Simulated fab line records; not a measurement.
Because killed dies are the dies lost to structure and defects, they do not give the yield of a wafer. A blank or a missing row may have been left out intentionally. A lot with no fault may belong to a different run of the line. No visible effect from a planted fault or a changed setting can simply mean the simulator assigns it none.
fab line records	flow n5Finfet
record lots=10	wafers=26	lastDay=18
route steps=1938 shown BEOL_M4@1111 BEOL_M9@1405 PASSIVATION@1936
lots with no fault: from the same line, run without faults
startH: hours from the record's first day to the start of the lot's first wafer shown	waitH: hours since the lot's step before	" repeats the value in the row above	L1.1+2: a single row standing in for several wafers	- no value, or no start was given	* or withheld: withheld	< > ~ a bound
route shown NAME@n: a module of which the file shows steps, and the number in the route of the first	usual: mean/standard deviation of fault-free wafers	same: alike in all rows	chamber/n: place in a boat	sites: each site's reading	_std_site: their standard deviation	_edge_site: inner sites' mean taken away from outer sites' mean	radiusMm: for every site, how far away it sits from the centre of the wafer	mask NAME#n: copy n	behind: the most recent tool/chamber to have shaped the wafer	hold: what put the lot on hold/how long, in hours/how the hold closed	device: names the non-switching transistor (n, p or np)	end of line: tests of these same wafers at the route's end	for a step that has no rows: nothing shown but its recipe	killed: count of dies lost to structure and defects at first sort (not the wafer's yield)	map: a wafer's dies, x killed, . not, _ none there
set.NAME: the setting the step ran with; set.NAME@STEP: the setting that earlier step ran with	model.NAME: the simulator's own value behind a step, which no gauge read
route steps across a sampled set of lots; one table per step, one row per wafer
services: the hour from which a tool's chamber was out of use, counted from the record's first day as startH (under 0 if before that day), plus the number of hours and why
## steps
# step N5_BEOL_M4_RC_MEAS_101
# usual DIBL_N=35.6/1.7	DIBL_P=35.0/2	IOFF_N=0.148/0.027	IOFF_P=0.19/0.032	ION_N=671/14	ION_P=460/9.1	SS_N=71.3/0.62	SS_P=73.0/0.64	VT_N=251/3.2	VT_P=-251.5/2.9
lot.wafer	tool	chamber	startH	waitH	DIBL_N[mV/V]	DIBL_P[mV/V]	IOFF_N[nA/um]	IOFF_P[nA/um]	ION_N[uA/um]	ION_P[uA/um]	SS_N[mV/dec]	SS_P[mV/dec]	VT_N[mV]	VT_P[mV]
L678.4	prober-01	0	212.66	0.5	34.9	35.3	0.137	0.19	666	460	71.2	72.9	252	-252.1
L678.5	"	0	"	"	35.0	32.8	0.124	0.15	633	436	71.7	72.5	254	-258.2
L680.4	prober-02	0	217.85	0.5	35.9	36.2	0.157	0.23	663	458	71.7	73.0	250	-249.4
L680.5	"	0	"	"	35.4	35.7	0.155	0.22	680	465	71.7	72.7	249	-250.6
L676.1	prober-01	0	244.91	0.0	33.9	34.3	0.132	0.17	655	446	70.6	72.2	255	-254.2
L676.4	"	0	"	"	31.4	32.1	0.109	0.15	667	453	70.2	71.5	253	-253.2
L676.5	"	0	"	"	32.5	33.4	0.121	0.16	668	458	70.2	72.0	252	-253.3
L681.3	prober-01	0	248.31	0.3	33.8	34.1	0.140	0.22	674	467	71.2	73.1	250	-246.6
L681.5	"	0	"	"	34.2	34.7	0.161	0.23	690	472	71.3	73.4	245	-246.9
L681.6	"	0	"	"	37.2	38.8	0.214	0.31	680	473	72.0	74.6	245	-244.7
L682.2	prober-01	0	249.09	0.6	34.4	36.7	0.149	0.25	679	471	71.1	74.1	249	-246.7
L682.5	"	0	"	"	31.1	31.3	0.094	0.16	650	460	71.0	71.8	257	-249.5
L682.6	"	0	"	"	35.0	36.3	0.163	0.24	687	472	71.4	73.4	248	-247.2
L684.2	prober-02	0	253.14	0.2	36.1	36.8	0.198	0.24	690	472	71.4	74.1	244	-246.3
L684.3	"	0	"	"	34.2	34.5	0.147	0.21	670	464	71.4	73.5	250	-245.1
L684.6	"	0	"	"	33.9	33.6	0.139	0.19	672	457	71.4	72.5	249	-250.3
L689.1	prober-02	0	298.58	0.0	35.0	32.2	0.118	0.14	656	448	70.8	72.2	253	-256.9
L689.5	"	0	"	"	35.3	33.1	0.121	0.15	657	449	71.0	72.8	255	-253.0
L692.2	prober-02	0	305.38	0.2	35.5	34.2	0.119	0.18	662	458	70.5	72.3	253	-251.4
L692.4	"	0	"	"	40.2	40.5	0.222	0.30	692	475	72.3	73.4	247	-244.4
L695.2	prober-02	0	321.94	0.2	37.7	37.6	0.200	0.22	701	468	71.8	74.1	246	-253.1
L695.3	"	0	"	"	35.9	35.5	0.155	0.19	679	458	71.2	73.3	249	-251.3
L695.6	"	0	"	"	36.3	36.0	0.166	0.20	681	456	71.3	73.6	245	-250.3
L694.1	prober-01	0	322.01	0.0	37.0	37.4	0.156	0.22	677	472	71.3	73.3	250	-251.2
L694.3	"	0	"	"	36.2	35.8	0.144	0.18	680	464	71.2	72.3	251	-253.6
L694.5	"	0	"	"	34.6	33.7	0.120	0.16	668	462	69.9	72.6	254	-252.9
# step N5_BEOL_M9_HM_DEP_02
# recipe material=TiN	targetThkA=200	tempC=25	chamberPressurePa=0.49996
# usual chamberPressurePa=0.5001/0.001	throttleValvePct=30.0/1.6
lot.wafer	tool	chamber	startH	waitH	chamberPressurePa	throttleValvePct
L680.4	pvdSputter-03	-	258.85	1.0	0.5001	33.3
L680.5	"	-	"	"	0.4993	29.5
L678.4	pvdSputter-01	-	264.99	0.0	0.5007	28.8
L678.5	"	-	"	"	0.5011	28.9
L676.1	pvdSputter-02	-	289.13	3.0	0.5009	31.0
L676.4	"	-	"	"	0.4999	31.1
L676.5	"	-	"	"	0.5009	31.0
L681.3	pvdSputter-01	-	292.29	1.0	0.5025	30.9
L681.5	"	-	"	"	0.5006	29.1
L681.6	"	-	"	"	0.5013	30.7
L682.2	pvdSputter-02	-	295.65	1.2	0.4985	30.7
L682.5	"	-	"	"	0.5000	30.1
L682.6	"	-	"	"	0.4981	29.5
L684.2	pvdSputter-02	-	295.75	0.8	0.4994	29.5
L684.3	"	-	"	"	0.4990	30.4
L684.6	"	-	"	"	0.5008	30.8
L689.1	pvdSputter-03	-	336.34	0.8	0.4962	29.6
L689.5	"	-	"	"	0.5013	29.9
L692.2	pvdSputter-03	-	347.48	1.7	0.4978	29.5
L692.4	"	-	"	"	0.4973	27.3
L694.1	pvdSputter-01	-	369.85	1.9	0.5006	30.8
L694.3	"	-	"	"	0.5016	28.7
L694.5	"	-	"	"	0.4996	29.6
L695.2	pvdSputter-02	-	369.88	1.6	0.5002	31.1
L695.3	"	-	"	"	0.5015	30.0
L695.6	"	-	"	"	0.5002	31.1
# step N5_BEOL_M9_OVL_MEAS_12
# recipe pointsPerWafer=44
# usual M9_OVL=-0.3/0.76
lot.wafer	tool	chamber	startH	waitH	M9_OVL[nm]
L680.4	overlay-02	0	259.37	0.0	0.8
L680.5	"	0	"	"	0.6
L678.4	overlay-02	0	265.52	0.0	-1.7
L678.5	"	0	"	"	-1.5
L676.1	overlay-01	0	289.66	0.0	-0.8
L676.4	"	0	"	"	0.2
L676.5	"	0	"	"	-1.3
L681.3	overlay-02	0	292.82	0.0	-1.7
L681.5	"	0	"	"	-1.9
L681.6	"	0	"	"	-0.2
L682.2	overlay-01	0	296.18	0.0	-0.1
L682.5	"	0	"	"	0.5
L682.6	"	0	"	"	-0.3
L684.2	overlay-01	0	296.34	0.0	-0.5
L684.3	"	0	"	"	-0.3
L684.6	"	0	"	"	-0.4
L689.1	overlay-02	0	336.75	0.0	0.2
L689.5	"	0	"	"	-0.1
L692.2	overlay-02	0	348.01	0.0	0.0
L692.4	"	0	"	"	0.5
L694.1	overlay-01	0	370.38	0.0	-0.3
L694.3	"	0	"	"	0.4
L694.5	"	0	"	"	0.4
L695.2	overlay-01	0	370.54	0.0	-0.8
L695.3	"	0	"	"	0.2
L695.6	"	0	"	"	0.1
# step N5_BEOL_M9_STRIP_67
# recipe chemistry=CF4	resist=SiARC	powerW=300	biasPowerW=75	pressureMtorr=50	cf4FlowSccm=150	rfFrequencyHz=6e+07
# usual cf4FlowSccm=150.0/0.48	drypumpMotorCurrentA=5.6/0.35	oesProductAu=0.80/0.089	rfVppV=271.3/1.4	showerheadPlenumPTorr=1.80/0.056	throttleValvePct=13.54/0.26
lot.wafer	tool	chamber	startH	waitH	cf4FlowSccm	drypumpMotorCurrentA	oesProductAu	rfHoursCounterH	rfVppV	showerheadPlenumPTorr	throttleValvePct
L680.4	rieDiel-05	3	259.66	0.0	149.4	6.3	0.91	19	274.2	1.90	13.51
L680.5	"	1	"	"	150.3	5.1	0.84	-	271.8	1.84	13.44
L678.4	rieDiel-02	2	265.82	0.0	149.1	5.7	0.94	-	272.4	1.83	13.14
L678.5	"	1	"	"	150.4	5.8	0.95	-	271.2	1.82	13.07
L676.1	rieDiel-05	3	289.95	0.0	150.1	6.3	0.90	27	273.4	1.90	13.52
L676.4	"	0	"	"	150.1	5.3	0.72	198	270.9	1.78	13.65
L676.5	"	1	"	"	150.9	5.1	0.83	-	271.1	1.84	13.47
L681.3	rieDiel-02	2	293.22	0.0	150.2	5.7	0.90	19	272.2	1.82	13.18
L681.5	"	0	"	"	149.9	5.3	0.71	-	269.2	1.72	13.87
L681.6	"	1	"	"	149.8	5.8	0.92	-	272.7	1.82	13.10
L682.2	rieDiel-02	0	296.59	0.0	150.7	5.3	0.71	216	269.8	1.72	13.89
L682.5	"	1	"	"	150.0	5.8	0.91	-	270.8	1.82	13.09
L682.6	"	2	"	"	149.6	5.6	0.90	-	271.2	1.83	13.17
L684.2	rieDiel-04	3	296.64	0.0	149.9	5.5	0.69	249	269.4	1.70	14.06
L684.3	"	0	"	"	150.3	5.7	0.71	216	270.5	1.77	13.96
L684.6	"	1	"	"	150.4	5.9	0.70	-	272.6	1.86	13.62
L689.1	rieDiel-02	3	337.11	0.0	149.7	5.5	0.86	39	270.7	1.75	13.52
L689.5	"	3	"	"	149.7	5.5	0.85	-	270.6	1.75	13.54
L692.2	rieDiel-04	2	348.58	0.0	149.2	5.7	0.86	40	269.8	1.75	13.23
L692.4	"	0	"	"	150.2	5.7	0.70	236	270.4	1.76	14.02
L694.1	rieDiel-02	2	370.95	0.0	150.3	5.7	0.86	49	272.6	1.82	13.22
L694.3	"	0	"	"	149.6	5.3	0.69	248	269.7	1.71	13.95
L694.5	"	0	"	"	150.0	5.3	0.69	-	270.1	1.71	13.96
L695.2	rieDiel-04	2	371.13	0.0	150.7	5.8	0.85	46	271.2	1.75	13.24
L695.3	"	3	"	"	150.5	5.5	0.92	16	274.9	1.90	13.55
L695.6	"	3	"	"	150.0	5.5	0.92	-	272.6	1.91	13.53
# step N5_BEOL_M9_ETCH_41
# recipe chemistry=CH3F/O2	target=SiCN	targetDepthA=366	taperDeg=2	timeS=70.1	ionEnergyEv=120	maskMaterial=TiN	pressureMtorr=30	sourceW=395	biasW=75	Ar_flow_sccm=150	CH3F_flow_sccm=30	O2_flow_sccm=20
# usual CH3F_flow_sccm=30.00/0.079	O2_flow_sccm=20.01/0.06	drypumpMotorCurrentA=5.64/0.27	oesProductAu=0.81/0.11	rfVppV=297.4/1.6	showerheadPlenumPTorr=2.00/0.071	throttleValvePct=16.27/0.25
lot.wafer	tool	chamber	startH	waitH	CH3F_flow_sccm	O2_flow_sccm	drypumpMotorCurrentA	oesProductAu	rfHoursCounterH	rfVppV	showerheadPlenumPTorr	throttleValvePct
L680.4	rieDiel-02	0	260.87	-	30.00	20.05	5.32	0.71	204	294.7	1.89	16.39
L680.5	"	0	"	"	29.99	20.13	5.29	0.70	-	294.8	1.89	16.39
L678.4	rieDiel-05	1	267.11	-	29.95	19.96	5.09	0.83	58	298.4	2.03	16.09
L678.5	"	2	"	"	30.08	19.98	5.87	0.72	-	297.0	1.99	16.18
L676.1	rieDiel-02	0	291.73	-	29.98	19.95	5.29	0.69	214	296.1	1.88	16.40
L676.4	"	3	"	"	29.98	20.01	5.46	0.89	19	296.3	1.95	16.30
L676.5	"	0	"	"	29.93	20.08	5.30	0.69	-	296.0	1.88	16.41
L681.3	rieDiel-04	3	298.92	-	30.03	20.05	5.50	0.69	249	295.6	1.88	16.70
L681.5	"	0	"	"	29.96	20.09	5.70	0.69	-	298.0	1.98	16.76
L681.6	"	1	"	"	30.03	19.96	5.93	0.71	-	300.1	2.07	16.32
L682.2	rieDiel-02	3	298.96	-	-	-	-	-	-	-	-	-
L682.5	"	3	"	"	-	-	-	-	-	-	-	-
L682.6	"	2	"	"	-	-	-	-	-	-	-	-
L684.2	rieDiel-04	3	299.59	-	-	-	-	-	-	-	-	-
L684.3	"	0	"	"	-	-	-	-	-	-	-	-
L684.6	"	2	"	"	-	-	-	-	-	-	-	-
L689.1	rieDiel-04	1	338.99	-	29.95	20.00	5.95	0.70	218	299.9	2.06	16.36
L689.5	"	1	"	"	30.01	20.02	5.93	0.69	-	297.6	2.06	16.36
L692.2	rieDiel-04	0	349.73	-	30.03	19.99	5.69	0.67	236	295.9	1.97	16.80
L692.4	"	1	"	"	29.97	19.96	5.95	0.68	223	298.3	2.06	16.36
L695.2	rieDiel-04	3	372.70	-	30.05	19.93	5.50	0.93	16	298.6	2.12	16.31
L695.3	"	0	"	"	29.96	19.97	5.67	0.67	243	297.2	1.97	16.81
L695.6	"	2	"	"	29.99	19.92	5.72	0.85	-	296.1	1.96	16.06
L694.1	rieDiel-02	1	372.88	-	29.97	20.04	5.84	0.85	37	297.5	2.05	15.98
L694.3	"	2	"	"	29.93	19.96	5.65	0.86	49	296.8	2.04	16.03
L694.5	"	0	"	"	30.02	19.99	5.28	0.68	-	294.4	1.87	16.46
# step N5_PASSIVATION_PROBE_49
# usual defectLimitedYield=91.2/1.6	killed_at_M0_to_M3=35/11	killed_at_M4_up=14/5.4	killedAtContacts=13/6	killedAtFrontEnd=38/11	killedAtOther=3.4/2.6	killedDies=104/19	killedOnRim=13/3.9	killedOpen=68/13	killedShort=34/8.5	sort_bin_5_function=5.1/1	sort_bin_6_memory=3.3/0.72	sort_bin_8_speed=0.1/0.9	sortNPass=1075/22	sortYieldPct=91.1/1.9
# same grossDies=1180	killedAtBackSide=0	sort_bin_4_leakage[%]=0
lot.wafer	tool	chamber	startH	waitH	defectLimitedYield[%]	killed_at_M0_to_M3	killed_at_M4_up	killedAtContacts	killedAtFrontEnd	killedAtOther	killedDies	killedOnRim	killedOpen	killedShort	sort_bin_5_function[%]	sort_bin_6_memory[%]	sort_bin_8_speed[%]	sortNPass	sortYieldPct[%]
L682.2	prober-02	-	355.92	0.1	0	31	1095	11	39	4	1180	152	72	23	96.1	3.6	0	0	0
L682.5	prober-02	-	356.07	0.2	0	44	1080	7	44	5	1180	152	82	39	96.1	3.6	0	0	0
L682.6	prober-02	-	356.12	0.3	0	57	1057	12	50	4	1180	152	95	49	94.7	4.9	0	0	0
L684.2	prober-01	-	370.04	0.1	0	47	1094	7	26	6	1180	152	72	26	97.1	2.7	0	0	0
L684.3	prober-01	-	370.09	0.1	0	38	1067	10	60	5	1180	152	79	42	95.7	4.2	0	0	0
L684.6	prober-01	-	370.24	0.3	0	32	1103	4	32	9	1180	152	57	37	97.0	2.5	0	0	0
# killed by level:class
L682.2 BEOL_M9:areaEtch=1084 BEOL_M0_SAQP:geometricParticle:open=11 MOL_CONTACT_COAG:geometricParticle:open=9 DUMMY_GATE:geometricParticle:open=8 FIN_SAQP:geometricParticle:open=5 STI_FIN_REVEAL:geometricParticle:open=5 STARTING-WAFER:geometricParticle:short=5 GATE_CUT:geometricParticle:short=4
L682.5 BEOL_M9:areaEtch=1059 FIN_SAQP:geometricParticle:open=15 STI_FIN_REVEAL:geometricParticle:open=10 FIN_SAQP:geometricParticle:short=9 BEOL_M0_SAQP:geometricParticle:open=9 BEOL_M2:geometricParticle:open=8 BEOL_M0_SAQP:geometricParticle:short=7 BEOL_M4:geometricParticle:open=7
L682.6 BEOL_M9:areaEtch=1034 FIN_SAQP:geometricParticle:open=12 BEOL_M0_SAQP:geometricParticle:short=11 MOL_CONTACT_COAG:geometricParticle:open=10 BEOL_M2:geometricParticle:open=9 FIN_SAQP:geometricParticle:short=8 BEOL_M0_SAQP:geometricParticle:open=8 BEOL_M1:geometricParticle:open=8
L684.2 BEOL_M9:areaEtch=1082 BEOL_M2:geometricParticle:open=21 STI_FIN_REVEAL:geometricParticle:open=10 STI_FIN_REVEAL:geometricParticle:short=6 MOL_CONTACT_COAG:geometricParticle:open=6 BEOL_M0_SAQP:geometricParticle:short=5 BEOL_M3:geometricParticle:open=5 BEOL_M1:geometricParticle:open=4
L684.3 BEOL_M9:areaEtch=1058 FIN_SAQP:geometricParticle:open=22 FIN_SAQP:geometricParticle:short=15 BEOL_M2:geometricParticle:open=14 BEOL_M1:geometricParticle:open=7 GATE_CUT:geometricParticle:open=6 MOL_CONTACT_COAG:geometricParticle:short=6 BEOL_M0_SAQP:geometricParticle:short=6
L684.6 BEOL_M9:areaEtch=1086 BEOL_M1:geometricParticle:open=9 BEOL_M4:geometricParticle:open=9 FIN_SAQP:geometricParticle:open=7 BEOL_M2:geometricParticle:open=7 STI_FIN_REVEAL:geometricParticle:open=6 BEOL_M0_SAQP:geometricParticle:short=5 BEOL_M2:geometricParticle:short=5
## services
tool	chamber	startH	hours	kind
pvdSputter-03	-	239.40	1.2	repair
rieDiel-04	2	240.24	10.5	repair
rieDiel-02	-	257.01	2.8	pm
rieDiel-02	3	261.30	17.6	repair
rieDiel-04	3	301.26	-	clean
rieDiel-04	3	301.26	-	consumableReplace:focusRing
rieDiel-04	3	301.26	-	consumableReplace:showerhead
rieDiel-04	3	301.26	23.8	scheduledDown
rieDiel-04	3	301.26	23.8	ventCycle
rieDiel-02	1	307.24	11.4	repair
rieDiel-05	-	330.98	14.6	pm
pvdSputter-01	-	352.83	2.6	repair
## key
firstSign step=N5_BEOL_M9_ETCH_41	reading=toolRecord	direction=missing
effect step=N5_PASSIVATION_PROBE_49	reading=killed_at_M4_up	direction=up	sigmas=99+	usual=14	struck=1083
moreKillsBornAt N5_BEOL_M9_ETCH_41@rieDiel-04=3226	N5_BEOL_M9_ETCH_41@rieDiel-02=3177
metAt N5_BEOL_M9_ETCH_41
struckLots L682,L684
laterRowsLeftOut L682.2,L682.5,L682.6,L684.2,L684.3,L684.6
notActingAt N5_BEOL_M9_HM_DEP_02,N5_BEOL_M9_OVL_MEAS_12,N5_BEOL_M9_STRIP_67
onsetBetween 298.92 298.96
fault kind=skippedStepWhole	tool=rieDiel-02,rieDiel-04	chamber=-	onsetH=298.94	steps=N5_BEOL_M9_ETCH_41	scope=struckLotsOnly
# laterRowsLeftOut: the simulator's readings of these wafers behind a module that went badly wrong aren't trusted and aren't shown, but for the sort
